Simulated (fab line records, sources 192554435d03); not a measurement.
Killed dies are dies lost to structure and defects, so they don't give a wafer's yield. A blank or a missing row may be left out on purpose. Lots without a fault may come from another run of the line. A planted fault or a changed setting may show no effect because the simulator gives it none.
fab line records | flow n5_finfet
record lots=5 wafers=15 last_day=18
route steps=1938 shown WELL_APT@27 PASSIVATION@1936
lots that met no fault: from a run of the same line without faults
start_h: hours from the record's first day to the start of the lot's first wafer shown | wait_h: hours since the lot's step before | " the same as in the row above | L1.1+2: a row that stands for several wafers | - no value, or no start given | * or withheld: withheld | < > ~ a bound
route shown NAME@n: a module of which the file shows steps, and the number in the route of the first | usual: mean/standard deviation of fault-free wafers | same: alike in all rows | chamber/n: place in a boat | sites: the reading at each site | _std_site: their standard deviation | _edge_site: outer sites' mean less inner sites' | radius_mm: how far each site lies from the wafer's centre | mask NAME#n: copy n | behind: the tool/chamber that last shaped the wafer | hold: why the lot was held/for how many hours/how that ended | device: the transistor (n, p or np) that didn't switch | end of line: the same wafers' tests at the end of the route | a step without rows: its recipe alone | killed: dies lost to structure and defects at the first sort, not the wafer's yield | map: a wafer's dies, x killed, . not, _ none there
set.NAME: the setting as run; set.NAME@STEP: as run at that earlier step | model.NAME: the simulator's own value behind a step, which no gauge read
lots at some steps of the route; a table a step, a row a wafer
services: from which hour (start_h, from the record's first day; less than 0 if before it) a tool's chamber was out of use, for how many hours, and why
## steps
# step N5_WELL_APT_HARDBAKE_12
# recipe temp_c=130 time_s=120
# step N5_WELL_APT_CD_MEAS_08
# recipe target_cd_nm=200 landing_energy_ev=500 detector=se_inlens
# usual cd_nm=199.9/1.1
# columns lot.wafer tool chamber start_h wait_h cd_nm
L842.1 cd_sem-03 0 43.76 - 200.3
L842.2 " 0 " " 198.5
L842.3 " 0 " " 199.0
L846.1 cd_sem-03 0 67.68 - 199.7
L846.2 " 0 " " 199.5
L846.5 " 0 " " 200.8
L856.2 cd_sem-02 0 127.81 - 199.3
L856.5 " 0 " " 199.2
L856.6 " 0 " " 200.7
L857.1 cd_sem-02 0 133.89 - 199.0
L857.2 " 0 " " 198.2
L857.3 " 0 " " 197.6
L860.1 cd_sem-03 0 152.06 - 199.1
L860.2 " 0 " " 200.5
L860.6 " 0 " " 199.0
# step N5_WELL_APT_OVL_MEAS_09
# recipe points_per_wafer=44
# usual NWELL_OVL=1/5.3
# columns lot.wafer tool chamber start_h wait_h NWELL_OVL[nm]
L842.1 overlay-01 0 43.79 0.0 -2
L842.2 " 0 " " -2
L842.3 " 0 " " -3
L846.1 overlay-02 0 67.71 0.0 3
L846.2 " 0 " " -3
L846.5 " 0 " " 4
L856.2 overlay-01 0 127.87 0.1 10
L856.5 " 0 " " 2
L856.6 " 0 " " 7
L857.1 overlay-01 0 133.92 0.0 -1
L857.2 " 0 " " 0
L857.3 " 0 " " 5
L860.1 overlay-02 0 152.10 0.0 5
L860.2 " 0 " " 6
L860.6 " 0 " " -2
# step N5_WELL_APT_INSPECT_10
# recipe mode=adi inspect_instrument=macro
# usual raw_defect_count=2.2/1.4
# columns lot.wafer tool chamber start_h wait_h raw_defect_count
L842.1 defect_inspect-01 - 43.81 0.0 3
L842.2 " - " " 2
L842.3 " - " " 2
L846.1 defect_inspect-02 - 67.74 0.0 2
L846.2 " - " " 0
L846.5 " - " " 0
L856.2 defect_inspect-01 - 127.90 0.0 1
L856.5 " - " " 3
L856.6 " - " " 2
L857.1 defect_inspect-02 - 133.94 0.0 2
L857.2 " - " " 0
L857.3 " - " " 1
L860.1 defect_inspect-01 - 152.12 0.0 2
L860.2 " - " " 4
L860.6 " - " " 2
# step N5_WELL_APT_DESCUM_13
# recipe chemistry=O2 time_s=7.9 source_power_w=50 bias_power_w=20 pressure_mtorr=20 rf_frequency_hz=2.712e+07 temp_c=40 o2_flow_sccm=225
# usual chamber_pressure_mTorr=20.000/0.018 drypump_motor_current_A=5.8/0.55 oes_product_au=0.77/0.081 rf_vpp_V=243.0/1.4 showerhead_plenum_p_Torr=2.08/0.07 throttle_valve_pct=20.54/0.18
# columns lot.wafer tool chamber start_h wait_h chamber_pressure_mTorr drypump_motor_current_A oes_product_au rf_hours_counter_h rf_vpp_V showerhead_plenum_p_Torr throttle_valve_pct
L842.1 rie_diel-05 3 45.17 1.4 19.971 5.9 0.71 214 241.8 1.99 20.79
L842.2 " 1 " " 20.001 6.7 0.74 153 242.6 2.02 20.47
L842.3 " 2 " " 19.986 5.7 0.67 248 244.6 2.16 21.07
L846.1 rie_diel-02 2 67.84 0.1 20.022 5.1 0.71 228 243.9 2.06 20.51
L846.2 " 0 " " 19.989 6.0 0.71 213 240.5 1.99 20.47
L846.5 " 0 " " 20.015 6.0 0.71 - 241.9 1.99 20.47
L856.2 rie_diel-05 1 127.93 0.0 19.988 6.7 0.72 186 241.1 2.00 20.51
L856.5 " 1 " " 20.008 6.7 0.72 - 241.7 2.00 20.51
L856.6 " 2 " " 19.978 5.7 0.92 - 244.0 2.15 20.67
L857.1 rie_diel-02 0 133.98 0.0 20.017 6.0 0.68 240 242.3 1.98 20.51
L857.2 " 3 " " 19.992 5.7 0.75 159 245.9 2.18 20.50
L857.3 " 1 " " 19.990 5.5 0.76 164 242.1 2.01 20.45
L860.1 rie_diel-02 2 152.19 0.1 19.980 5.1 0.98 0 242.2 2.05 20.16
L860.2 " 3 " " 19.980 5.7 0.74 168 244.7 2.17 20.53
L860.6 " 1 " " 20.009 5.5 0.75 - 242.6 2.00 20.49
# step N5_WELL_APT_IMPLANT_14
# recipe species=P energy_kev=160 dose_cm2=1.5e+13 tilt_deg=0 rotation_deg=0
# step N5_WELL_APT_IMPLANT_15
# recipe species=As energy_kev=25 dose_cm2=1.5e+13 tilt_deg=0 rotation_deg=0
# step N5_WELL_APT_STRIP_16
# recipe chemistry=SPM time_s=900 temp_c=130 h2so4_h2o2_vol_ratio=4 dry=ipa_marangoni
# step N5_WELL_APT_HMDS_18
# recipe time_s=60 temp_c=120
# step N5_WELL_APT_COAT_19
# recipe spin_rpm=1357 resist_thk_nm=950
# step N5_WELL_APT_EBR_21
# recipe solvent=PGMEA ebr_width_mm=1.5
# step N5_WELL_APT_SOFTBAKE_20
# recipe temp_c=130 time_s=60
# step N5_WELL_APT_EXPOSE_22
# recipe mask_id=PWELL na=0.8 source_shape=conventional sigma_outer=0.8 polarization=unpolarized defocus_nm=0 target_cd_nm=200 dose_mj=23.2
# columns lot.wafer tool chamber start_h wait_h mask
L842.1+2+3 krf_scanner-01 0 46.17 - PWELL#0
L846.1+2+5 krf_scanner-02 0 68.70 - PWELL#0
L856.2+5+6 krf_scanner-01 0 128.92 - PWELL#0
L857.1+2+3 krf_scanner-01 0 134.85 - PWELL#0
L860.1+2+6 krf_scanner-02 0 153.30 - PWELL#0
# step N5_WELL_APT_PEB_23
# recipe peb_temp_c=130 peb_time_s=90
# step N5_WELL_APT_DEVELOP_24
# recipe develop_time_s=45 rinse_liquid=surfactant_rinse dry=air_spin dev_temp_c=21
# step N5_WELL_APT_HARDBAKE_29
# recipe temp_c=130 time_s=120
# step N5_WELL_APT_CD_MEAS_25
# recipe target_cd_nm=200 landing_energy_ev=500 detector=se_inlens
# usual cd_nm=200.2/1.8
# columns lot.wafer tool chamber start_h wait_h cd_nm
L842.1 cd_sem-02 0 46.34 - 200.7
L842.2 " 0 " " 200.3
L842.3 " 0 " " 199.1
L846.1 cd_sem-02 0 68.87 - 201.4
L846.2 " 0 " " 199.6
L846.5 " 0 " " 193.7
L856.2 cd_sem-03 0 129.09 - 200.2
L856.5 " 0 " " 200.1
L856.6 " 0 " " 202.3
L857.1 cd_sem-01 0 135.02 - 200.6
L857.2 " 0 " " 200.9
L857.3 " 0 " " 198.9
L860.1 cd_sem-01 0 153.48 - 198.8
L860.2 " 0 " " 201.4
L860.6 " 0 " " 199.5
# step N5_WELL_APT_OVL_MEAS_26
# recipe points_per_wafer=44
# usual PWELL_OVL=1/5.9
# columns lot.wafer tool chamber start_h wait_h PWELL_OVL[nm]
L842.1 overlay-02 0 46.38 0.0 4
L842.2 " 0 " " -2
L842.3 " 0 " " 2
L846.1 overlay-01 0 68.90 0.0 -4
L846.2 " 0 " " -2
L846.5 " 0 " " -1
L856.2 overlay-01 0 129.12 0.0 -6
L856.5 " 0 " " -6
L856.6 " 0 " " 0
L857.1 overlay-01 0 135.08 0.1 1
L857.2 " 0 " " -8
L857.3 " 0 " " 3
L860.1 overlay-01 0 153.51 0.0 3
L860.2 " 0 " " 7
L860.6 " 0 " " -2
# step N5_WELL_APT_INSPECT_27
# recipe mode=adi inspect_instrument=macro
# usual raw_defect_count=2.0/1.4
# columns lot.wafer tool chamber start_h wait_h raw_defect_count
L842.1 defect_inspect-01 - 46.40 0.0 1
L842.2 " - " " 2
L842.3 " - " " 2
L846.1 defect_inspect-02 - 68.93 0.0 2
L846.2 " - " " 2
L846.5 " - " " 3
L856.2 defect_inspect-02 - 129.14 0.0 3
L856.5 " - " " 5
L856.6 " - " " 2
L857.1 defect_inspect-01 - 135.10 0.0 3
L857.2 " - " " 1
L857.3 " - " " 5
L860.1 defect_inspect-02 - 153.53 0.0 3
L860.2 " - " " 2
L860.6 " - " " 4
# step N5_WELL_APT_DESCUM_30
# recipe chemistry=O2 time_s=7.9 source_power_w=50 bias_power_w=20 pressure_mtorr=20 rf_frequency_hz=2.712e+07 temp_c=40 o2_flow_sccm=225
# usual chamber_pressure_mTorr=19.998/0.019 drypump_motor_current_A=5.9/0.56 oes_product_au=0.76/0.073 rf_vpp_V=242.9/1.5 showerhead_plenum_p_Torr=2.08/0.076 throttle_valve_pct=20.55/0.19
# columns lot.wafer tool chamber start_h wait_h chamber_pressure_mTorr drypump_motor_current_A oes_product_au rf_hours_counter_h rf_vpp_V showerhead_plenum_p_Torr throttle_valve_pct model.WELL_APT.cd_nm
L842.1 rie_diel-05 1 47.22 0.8 19.989 6.8 0.74 154 242.9 2.02 20.48 200.2
L842.2 " 3 " " 20.002 6.0 0.71 215 241.8 1.99 20.81 198.5
L842.3 " 0 " " 19.994 6.6 0.88 48 244.3 2.22 20.27 198.8
L846.1 rie_diel-01 3 68.96 0.0 19.967 5.4 0.79 97 244.5 2.11 20.68 201.3
L846.2 " 2 " " 19.963 6.8 0.80 118 243.7 2.09 20.31 199.8
L846.5 " 0 " " 20.014 5.2 0.69 - 242.3 2.06 20.63 193.7
L856.2 rie_diel-02 0 129.22 0.1 19.986 6.0 0.69 238 241.0 1.98 20.51 200.2
L856.5 " 3 " " 19.974 5.7 0.76 - 244.3 2.18 20.50 199.8
L856.6 " 1 " " 19.984 5.5 0.76 - 241.9 2.01 20.46 202.2
L857.1 rie_diel-05 2 135.17 0.1 19.975 5.7 0.90 19 244.1 2.15 20.67 200.4
L857.2 " 0 " " 19.987 6.5 0.81 85 245.4 2.21 20.32 200.9
L857.3 " 1 " " 19.999 6.8 0.70 189 242.7 2.00 20.54 198.6
L860.1 rie_diel-01 3 153.56 0.0 19.997 5.5 0.76 130 243.5 2.10 20.74 198.9
L860.2 " 2 " " 20.021 6.8 0.76 149 243.5 2.08 20.38 201.1
L860.6 " 3 " " 19.985 5.4 0.76 - 243.3 2.10 20.73 199.4
# step N5_WELL_APT_IMPLANT_31
# recipe species=B energy_kev=60 dose_cm2=1.5e+13 tilt_deg=0 rotation_deg=0
# step N5_PASSIVATION_PROBE_49
# usual killed_at_M0_to_M3=30/8.7 killed_at_M4_up=14/5.4 killed_at_contacts=11/6.4 killed_at_front_end=40/12 killed_at_other=3/3.1 killed_dies=99/17 killed_open=64/12 killed_short=33/8.1
# same gross_dies=1180 killed_at_back_side=0
# columns lot.wafer tool chamber start_h wait_h killed_at_M0_to_M3 killed_at_M4_up killed_at_contacts killed_at_front_end killed_at_other killed_dies killed_open killed_short
L856.2 prober-01 - 394.76 0.1 16 16 15 48 4 99 60 38
L856.5 prober-01 - 394.91 0.2 20 19 9 57 5 110 59 51
L856.6 prober-01 - 394.96 0.3 45 22 9 57 4 137 93 41
L860.1 prober-01 - 428.94 0.0 42 17 7 30 0 96 65 30
L860.2 prober-01 - 428.99 0.1 19 16 13 44 0 92 61 28
L860.6 prober-01 - 429.19 0.3 23 27 19 41 0 110 71 37
# killed by level:class
L856.2 FIN_SAQP:geometric_particle:short=17 MOL_CONTACT_COAG:geometric_particle:open=12 BEOL_M4:geometric_particle:open=10 FIN_SAQP:geometric_particle:open=7 GATE_CUT:geometric_particle:open=6 BEOL_M0_SAQP:geometric_particle:short=6 DUMMY_GATE:geometric_particle:open=5 ILD0:geometric_particle:short=4
L856.5 FIN_SAQP:geometric_particle:short=14 BEOL_M0_SAQP:geometric_particle:short=10 BEOL_M4:geometric_particle:open=10 GATE_CUT:geometric_particle:short=8 FIN_SAQP:geometric_particle:open=6 GATE_CUT:geometric_particle:open=6 MOL_CONTACT_COAG:geometric_particle:open=6 DUMMY_GATE:geometric_particle:open=5
L856.6 BEOL_M0_SAQP:geometric_particle:open=20 FIN_SAQP:geometric_particle:open=15 BEOL_M0_SAQP:geometric_particle:short=15 BEOL_M4:geometric_particle:open=11 STI_FIN_REVEAL:geometric_particle:open=9 MOL_CONTACT_COAG:geometric_particle:open=8 BEOL_M3:geometric_particle:open=8 FIN_SAQP:geometric_particle:short=7
L860.1 BEOL_M2:geometric_particle:open=11 BEOL_M1:geometric_particle:open=9 BEOL_M0_SAQP:geometric_particle:short=8 MOL_CONTACT_COAG:geometric_particle:open=7 BEOL_M3:geometric_particle:open=7 BEOL_M4:geometric_particle:open=7 FIN_SAQP:geometric_particle:short=6 STI_FIN_REVEAL:geometric_particle:open=4
L860.2 STI_FIN_REVEAL:geometric_particle:open=12 MOL_CONTACT_COAG:geometric_particle:open=11 BEOL_M4:geometric_particle:open=7 STARTING-WAFER:geometric_particle:short=6 GATE_CUT:geometric_particle:short=5 GATE_CUT:geometric_particle:open=5 FIN_CUT:geometric_particle:open=4 BEOL_M0_SAQP:geometric_particle:short=4
L860.6 MOL_CONTACT_COAG:geometric_particle:open=13 FIN_SAQP:geometric_particle:short=12 BEOL_M4:geometric_particle:open=11 BEOL_M3:geometric_particle:open=7 BEOL_M5:geometric_particle:open=7 FIN_SAQP:geometric_particle:open=6 MOL_CONTACT_COAG:geometric_particle:short=6 BEOL_M0_SAQP:geometric_particle:open=6
## services
# columns tool chamber start_h hours kind
krf_scanner-01 - 40.66 1.3 pm
rie_diel-01 - 47.26 0.4 repair
rie_diel-05 2 47.66 10.7 repair
rie_diel-05 1 54.83 4.8 repair
rie_diel-01 3 56.28 2.0 repair
rie_diel-05 2 59.65 - clean
rie_diel-05 2 59.65 - consumable_replace:esc
rie_diel-05 2 59.65 - consumable_replace:focus_ring
rie_diel-05 2 59.65 23.3 scheduled_down
rie_diel-05 2 59.65 23.3 vent_cycle
krf_scanner-02 - 74.34 1.0 pm
krf_scanner-02 - 79.44 1.3 pm
rie_diel-01 2 88.70 4.5 repair
krf_scanner-02 - 106.80 3.5 repair
rie_diel-01 0 112.90 5.7 repair
rie_diel-02 2 127.18 - clean
rie_diel-02 2 127.18 - consumable_replace:focus_ring
rie_diel-02 2 127.18 24.2 scheduled_down
rie_diel-02 2 127.18 24.2 vent_cycle
rie_diel-05 3 129.72 - clean
rie_diel-05 3 129.72 - consumable_replace:focus_ring
rie_diel-05 3 129.72 - consumable_replace:showerhead
rie_diel-05 3 129.72 27.1 scheduled_down
rie_diel-05 2 143.71 5.1 repair
## key
first_sign step=N5_WELL_APT_CD_MEAS_25 reading=cd_nm direction=down sigmas=3.5 usual=200.2 struck=193.7
effect none on later readings
model_effect step=N5_WELL_APT_DESCUM_30 value=WELL_APT.cd_nm without=199.6 struck=193.7
met_at N5_WELL_APT_EXPOSE_22
struck_wafers L846.5
tester_left_out L846
fault kind=process_parameter_drift tool=krf_scanner-02 chamber=- onset_h=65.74 steps=N5_WELL_APT_EXPOSE_22 channel=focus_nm offset=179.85 shape=step end_h=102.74 scope=struck_wafers_only
# tester_left_out: of these lots the tester's yield and bins aren't shown, on N5 and GAA mostly nor the transistor test; their killed dies are dies lost to structure and defects alone, not to doping, threshold or leakage, so they don't give the yield
